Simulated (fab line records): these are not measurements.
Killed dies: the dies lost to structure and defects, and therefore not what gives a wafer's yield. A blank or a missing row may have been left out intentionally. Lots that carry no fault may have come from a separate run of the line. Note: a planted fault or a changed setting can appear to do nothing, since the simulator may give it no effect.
Matching of chambers ; flow n5 finfet ; N5_BEOL_M9_DESCUM_33 on rie diel-01 has 4 sister chambers
The step chemistry O2, time 7 s. 4 wafers are shown with their chamber, then 9 later ones without.

== WAFERS PAIRED WITH THEIR CHAMBERS ==
wafer;chamber;oes product au (a.u.)
L087.1;1;0.70
L087.2;2;0.73
L090.4;0;0.98
L090.6;3;0.69

== WAFERS WHOSE CHAMBER IS MISSING ==
wafer;oes product au (a.u.)
L092.1;0.97
L092.2;0.72
L092.3;0.69
L093.1;0.70
L093.2;0.69
L093.3;0.93
L096.2;0.69
L096.3;0.71
L096.6;0.70

== WHICH CHAMBER EACH ONE RAN IN ==
wafer;from the rows above;in truth
L092.1;0;0
L092.2;can't be placed: 2 or 1 or 3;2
L092.3;can't be placed: 3 or 1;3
L093.1;can't be placed: 1 or 3 or 2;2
L093.2;can't be placed: 3 or 1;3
L093.3;0;0
L096.2;can't be placed: 3 or 1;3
L096.3;can't be placed: 1 or 2 or 3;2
L096.6;can't be placed: 1 or 3 or 2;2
Correctly placed: 2 of 9. These rows do not allow placing 7 (true chamber among the candidates in 7). 0 placed wrongly.
How it was worked out, from the rows above alone: a wafer's distance from a chamber is the root of the sum, over the readings, of the square of ((its reading less the chamber's mean) divided by the reading's scatter). The wafer belongs to the nearest chamber; if the next one is less than 2 further off, it can't be placed. For every chamber, the mean is computed from those of its wafers that are shown. The scatter: root of mean squared gap, hidden wafer to nearest shown wafer, with one shown wafer a chamber.
